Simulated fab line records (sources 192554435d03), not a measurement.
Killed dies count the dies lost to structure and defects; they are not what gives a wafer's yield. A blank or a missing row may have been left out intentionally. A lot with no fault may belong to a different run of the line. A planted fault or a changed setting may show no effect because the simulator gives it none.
Chamber matching -- flow n5 finfet -- N5_GATE_CUT_ETCH_37 on rie diel-03 has 4 sister chambers
The step etches SOC in N2/H2, target depth 60 nm, overetch 12 nm, time 90 s. 22 wafers are shown with their chamber, then 11 later ones without.

## WAFERS WITH THEIR CHAMBER
wafer,chamber,showerhead plenum p Torr (Torr),oes product au (a.u.),throttle valve pct (%)
L075.2,0,2.44,0.70,17.79
L075.4,3,2.47,0.74,17.76
L075.6,1,2.61,0.61,17.86
L076.1,0,2.43,0.69,17.80
L076.2,3,2.46,0.73,17.77
L076.4,2,2.45,0.68,17.89
L077.1,2,2.45,0.67,17.90
L077.2,0,2.43,0.69,17.80
L077.5,0,2.43,0.69,17.79
L079.3,1,2.60,0.60,17.89
L079.4,2,2.45,0.67,17.90
L079.6,3,2.46,0.73,17.77
L080.3,3,2.46,0.73,17.79
L080.5,2,2.45,0.67,17.92
L080.6,3,2.46,0.73,17.78
L081.2,0,2.43,0.69,17.81
L081.3,1,2.60,0.60,17.89
L081.4,2,2.44,0.66,17.93
L086.2,1,2.60,0.60,17.89
L086.3,2,2.44,0.66,17.92
L086.6,0,2.43,0.68,17.81
L090.1,3,2.46,0.71,17.81

SIGNATURES (means of the wafers above)
reading,chamber 0,chamber 1,chamber 2,chamber 3,scatter within a chamber
showerhead plenum p Torr,2.4317,2.6025,2.4467,2.4617,0.00456
oes product au,0.6900,0.6025,0.6683,0.7283,0.00761
throttle valve pct,17.8000,17.8825,17.9100,17.7800,0.0147
Rule: distance of a wafer from a chamber = root of the sum over the readings of ((wafer's reading minus chamber's mean) / reading's scatter) squared. The wafer belongs to the nearest chamber; if the next one is less than 2 further off, it can't be placed. The scatter is the square root of a quotient: the sum, over the shown wafers, of each reading's squared deviation from its chamber's mean, divided by wafers minus chambers.

## WAFERS WITHOUT THEIR CHAMBER
wafer,showerhead plenum p Torr (Torr),oes product au (a.u.),throttle valve pct (%)
L090.3,2.44,0.66,17.93
L090.4,2.42,0.68,17.83
L094.1,2.42,0.68,17.86
L094.5,2.44,0.65,17.94
L094.6,2.60,0.88,17.46
L096.1,2.43,0.64,17.96
L096.4,2.42,0.67,17.86
L096.5,2.45,0.70,17.85
L097.1,2.42,0.67,17.87
L097.3,2.43,0.65,17.96
L097.5,2.59,0.85,17.47

## CHAMBER TAKEN BY EACH
wafer,from the rows above,in truth
L090.3,2,2
L090.4,0,0
L094.1,can't be placed: 0 or 2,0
L094.5,2,2
L094.6,3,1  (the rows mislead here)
L096.1,2,2
L096.4,can't be placed: 0 or 2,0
L096.5,can't be placed: 0 or 2 or 3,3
L097.1,can't be placed: 0 or 2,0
L097.3,2,2
L097.5,3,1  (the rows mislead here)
5 of 11 placed correctly. Unplaceable from these rows: 4, with the true chamber sitting among the candidates in 4. 2 placed wrongly.
